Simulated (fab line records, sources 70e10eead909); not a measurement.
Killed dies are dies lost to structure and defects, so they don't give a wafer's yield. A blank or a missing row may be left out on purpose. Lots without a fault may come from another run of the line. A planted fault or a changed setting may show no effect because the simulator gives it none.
A struck lot beside a sound one | flow nand_harc | 24 steps out of a route of 1159
Sound: wafers L725.3, L725.4, L725.6. Struck: wafers L735.2, L735.3, L735.5. The cause comes at the end.
At each step with rows: each side's tool, then ch and its chambers, then its first start. Under that, the readings that differ: sound wafers | struck wafers | difference of the means | sigmas: that difference in standard deviations of wafers without a fault.
alike: readings whose means differ by less than 2 such deviations, and words and numbers that are the same on both sides. not compared: withheld readings, readings that some wafer has no value for, bounds like >300 that may hide the same value, and numbers for which the record gives no deviation and whose values overlap.
The two part at a step that has a row with sigmas, a row that says differs or no value, or rows on one side only. Numbers that don't overlap but have no deviation are shown without sigmas and don't part them. A reading that every wafer of one side lacks parts them only if that side has two wafers or more.

first, 2 steps without rows for these wafers: NHARC_A_WL_FILL_PRECLEAN_30 (cleans in dHF, time 10 s); NHARC_A_WL_FILL_SRD_14.
NHARC_A_WL_FILL_ALD_19: deposits TiN, target thk 2 nm, pulse time 3 s, ald cycles 100.
  sound on ald_metal-02 ch 2,3, day 15 22:02; struck on ald_metal-03 ch 0,1,2, day 17 21:41
  alike: heater_power_w, precursor_pulse_height_rel
NHARC_A_WL_FILL_CVD_20: deposits W, target thk 75 nm, time 5064 s.
  sound on cvd_w-02 ch 0,1; struck on cvd_w-02 ch 0,1
  alike: heater_power_w, throttle_valve_pct
NHARC_A_WL_FILL_CMP_12: polishes, t overpolish 30 s, target thk 75 nm.
  sound on cmp-04 ch 0,2, day 16 04:26; struck on cmp-03 ch 0,1,2, day 18 02:54
  alike: edge_zone_pressure_frac, motor_current_A, overpolish_run_s, time_to_endpoint_s
then, 1 step without rows for these wafers: NHARC_A_WL_FILL_SRD_31.
NHARC_A_WL_FILL_INSPECT_15:
  sound on defect_inspect-02, day 16 04:55; struck on defect_inspect-01, day 18 03:22
  alike: raw_defect_count
NHARC_A_CONTACT_DEP_24: deposits SiO2, target thk 500 nm.
  sound on pecvd-02 ch 0,1, day 16 05:02; struck on pecvd-02 ch 0,1,2, day 18 03:27
  alike: heater_power_w, mfc_precursor_sccm, throttle_valve_pct
NHARC_A_CONTACT_DEP_28: deposits aC, target thk 3600 nm.
  sound on acl_dep-02 ch 0, day 16 07:06; struck on acl_dep-02 ch 0, day 18 06:41
  alike: throttle_valve_pct
NHARC_A_CONTACT_DEP_29: deposits SiON, target thk 70 nm.
  sound on pecvd-04 ch 0,1,2, day 16 08:37; struck on pecvd-04 ch 0,1, day 18 08:35
  alike: heater_power_w
then, 10 steps without rows for these wafers: NHARC_A_CONTACT_DEHYDRATE_32 (time 120 s); NHARC_A_CONTACT_HMDS_33 (time 30 s); NHARC_A_CONTACT_COAT_34 (time 75 s); NHARC_A_CONTACT_COAT_35 (time 65 s); NHARC_A_CONTACT_COAT_36 (resist thk 90 nm); NHARC_A_CONTACT_SOFTBAKE_37 (time 55 s); NHARC_A_CONTACT_EBR_38; NHARC_A_CONTACT_EXPOSE_39 (exposes mask A CC 3); NHARC_A_CONTACT_PEB_40 (peb time 65 s); NHARC_A_CONTACT_DEVELOP_41 (develop time 35 s).
NHARC_A_CONTACT_CD_MEAS_42: target cd 200 nm.
  sound on cd_sem-02 ch 0, day 16 09:19; struck on cd_sem-02 ch 0, day 18 09:17
  alike: cd_nm
NHARC_A_CONTACT_OVL_MEAS_43:
  sound on overlay-01, day 16 09:24; struck on overlay-01, day 18 09:22
  alike: overlay_x_nm, overlay_y_nm
NHARC_A_CONTACT_INSPECT_44:
  sound on defect_inspect-01, day 16 09:26; struck on defect_inspect-02, day 18 09:35
  reading          | sound    | struck      | difference | sigmas
  raw_defect_count | 38 39 35 | 843 841 861 | +811       | +81
  not compared: hold
then, 1 step without rows for these wafers: NHARC_END_SORT_01.

WHERE THEY PART
Only at NHARC_A_CONTACT_INSPECT_44, within this record.

WHY: what the simulator had put in
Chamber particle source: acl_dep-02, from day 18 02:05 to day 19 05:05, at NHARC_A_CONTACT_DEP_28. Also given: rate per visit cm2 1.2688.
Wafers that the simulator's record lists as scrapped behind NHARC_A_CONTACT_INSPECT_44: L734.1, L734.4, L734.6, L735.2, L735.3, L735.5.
